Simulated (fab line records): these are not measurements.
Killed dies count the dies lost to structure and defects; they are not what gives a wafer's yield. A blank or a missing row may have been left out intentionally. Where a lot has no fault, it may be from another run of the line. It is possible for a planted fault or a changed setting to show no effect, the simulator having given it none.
Matching of chambers + flow nandHarc + NHARC_P_M1_STRIP_18 on rieDiel-10: 3 sister chambers
The step strips in N2/H2. 6 wafers are shown with their chamber, then 6 later ones without.

== EACH WAFER AND ITS CHAMBER ==
| wafer  | chamber | drypumpMotorCurrentA (A) | throttleValvePct (%) |
|--------|---------|--------------------------|----------------------|
| L076.6 | 0       | 6.1                      | 14.183               |
| L075.4 | 0       | 6.1                      | 14.179               |
| L087.2 | 1       | 5.7                      | 14.169               |
| L087.5 | 3       | 6.2                      | 14.177               |
| L089.3 | 1       | 5.8                      | 14.157               |
| L089.5 | 3       | 6.2                      | 14.164               |

== WAFERS WHOSE CHAMBER IS MISSING ==
| wafer  | drypumpMotorCurrentA (A) | throttleValvePct (%) |
|--------|--------------------------|----------------------|
| L093.1 | 6.2                      | 14.156               |
| L093.3 | 6.1                      | 14.159               |
| L093.5 | 6.1                      | 14.174               |
| L097.1 | 6.1                      | 14.172               |
| L097.2 | 6.2                      | 14.160               |
| L097.6 | 5.7                      | 14.183               |

== WHICH CHAMBER EACH WENT THROUGH ==
| wafer  | from the rows above     | in truth |
|--------|-------------------------|----------|
| L093.1 | 3                       | 3        |
| L093.3 | can't be placed: 3 or 0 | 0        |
| L093.5 | can't be placed: 0 or 3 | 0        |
| L097.1 | can't be placed: 0 or 3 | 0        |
| L097.2 | 3                       | 3        |
| L097.6 | 1                       | 1        |
3 of 6 placed correctly. Cannot be placed on the basis of these rows: 3; the candidates contain the true chamber in 3. Placed wrongly: 0.
How it was worked out, from the rows above alone: a wafer's distance from a chamber is the root of the sum, over the readings, of the square of ((its reading less the chamber's mean) divided by the reading's scatter). If the next closest chamber is less than 2 further off than the closest, the wafer can't be placed; otherwise it belongs to the closest. A chamber's mean is the mean of its shown wafers. The scatter: the root of (the sum of the squares of (reading less its chamber's mean) over the shown wafers, divided by (wafers less chambers)).
